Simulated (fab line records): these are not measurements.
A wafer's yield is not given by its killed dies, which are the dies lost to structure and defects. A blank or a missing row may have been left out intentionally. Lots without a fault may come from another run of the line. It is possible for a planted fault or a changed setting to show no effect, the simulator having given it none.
One fault through the eyes of 3 desks	flow nand-harc	each desk has only its own numbers; what lay behind them comes last

== THE DEFECT DESK ==
Inspection counts along the route, by lot: the mean over sampled wafers that carry a number. The brackets show how far a lot's mean lies from the usual mean; more than 4 standard deviations puts the lot out of limits, marked OUT.
Columns: A = raw-defect-count at NHARC_P_GATE_INSPECT_68, usual 188
lot	first seen here	A
L569	day 6 05:17	175
L570	day 6 19:21	180
L575	day 8 12:05	242
L579	day 10 10:17	794 (+8.7) OUT
L580	day 10 21:05	704 (+7.4) OUT
L581	day 11 00:44	277
L582	day 11 23:44	196
L584	day 12 17:29	203
L585	day 13 01:07	148
L586	day 13 03:02	99
L591	day 15 15:11	136
This desk's verdict: out of limits on L579, L580, starting with L579 at day 10 10:17 (raw-defect-count at NHARC_P_GATE_INSPECT_68). L569, L570, L575, L581, L582, L584, L585, L586, L591 stayed within limits.

== METROLOGY DESK ==
What the gauges read for every lot (on any tool): the sampled wafers with a number, averaged. The brackets show how far a lot's mean lies from the usual mean; more than 4 standard deviations puts the lot out of limits, marked OUT.
Columns: A = overlay-x-nm at NHARC_P_CONTACT_OVL_MEAS_13, usual -0.2 nm; B = overlay-y-nm at NHARC_P_CONTACT_OVL_MEAS_13, usual 0.2 nm
lot	first seen here	A	B
L569	day 6 06:51	0.2	-0.2
L570	day 6 21:02	-0.5	0.4
L575	day 8 13:47	-0.2	-1.8
L579	day 10 11:59	-0.9	0.8
L580	day 10 22:47	1.1	-0.3
L581	day 11 02:19	-0.1	0.5
L582	day 12 01:26	-0.4	1.4
L584	day 12 19:14	0.3	-0.3
L585	day 13 02:49	0.1	-0.0
L586	day 13 04:46	1.1	1.5
L591	day 15 16:46	-0.6	0.0
Result from this desk: across the 11 lots, nothing is out of limits.

== AT THE TOOL OWNER'S DESK: rie-diel-10 ==
The tool's own readings at NHARC_P_GATE_ETCH_104 (etches the open film in CF4/CHF3, target depth 60 nm): means of the sampled wafers that have a number, for each lot that ran on this tool. The brackets show how far a lot's mean lies from the usual mean; more than 4 standard deviations puts the lot out of limits, marked OUT.
Columns: A = drypump-motor-current-A at NHARC_P_GATE_ETCH_104, usual 5.6 A; B = oes-product-au at NHARC_P_GATE_ETCH_104, usual 0.943 a.u.; C = rf-vpp-V at NHARC_P_GATE_ETCH_104, usual 370.8 V; D = showerhead-plenum-p-Torr at NHARC_P_GATE_ETCH_104, usual 1.58 Torr; E = throttle-valve-pct at NHARC_P_GATE_ETCH_104, usual 16.801 %
lot	first seen here	A	B	C	D	E
L569	day 5 11:16	5.7	0.926	370.8	1.57	16.802
L575	day 7 17:44	5.6	0.968	369.9	1.57	16.801
L579	day 9 15:57	5.7	0.968	371.1	1.60	16.799
L580	day 10 01:58	5.8	0.924	371.7	1.61	16.804
L591	day 14 20:56	5.8	0.927	371.7	1.62	16.803
Result from this desk: across the 5 lots, nothing is out of limits.

== ALL TOGETHER ==
The defect desk could have raised an alarm at day 10 10:17, on L579, L580.
Metrology desk: nothing out of limits seen.
The desk of the tool owner found nothing out of limits.
The metrology desk has L579, L580 on record, within its limits.
The tool owner's desk has L579, L580 on record, within its limits.
The lots listed all ran NHARC_P_GATE_ETCH_104 on rie-diel-10.

== WHAT THE SIMULATOR HAD INSERTED ==
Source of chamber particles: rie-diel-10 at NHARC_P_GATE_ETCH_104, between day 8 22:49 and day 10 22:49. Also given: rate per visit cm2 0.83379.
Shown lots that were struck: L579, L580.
Hours from the fault's start to each desk's first reading out of limits: the defect desk, 35.
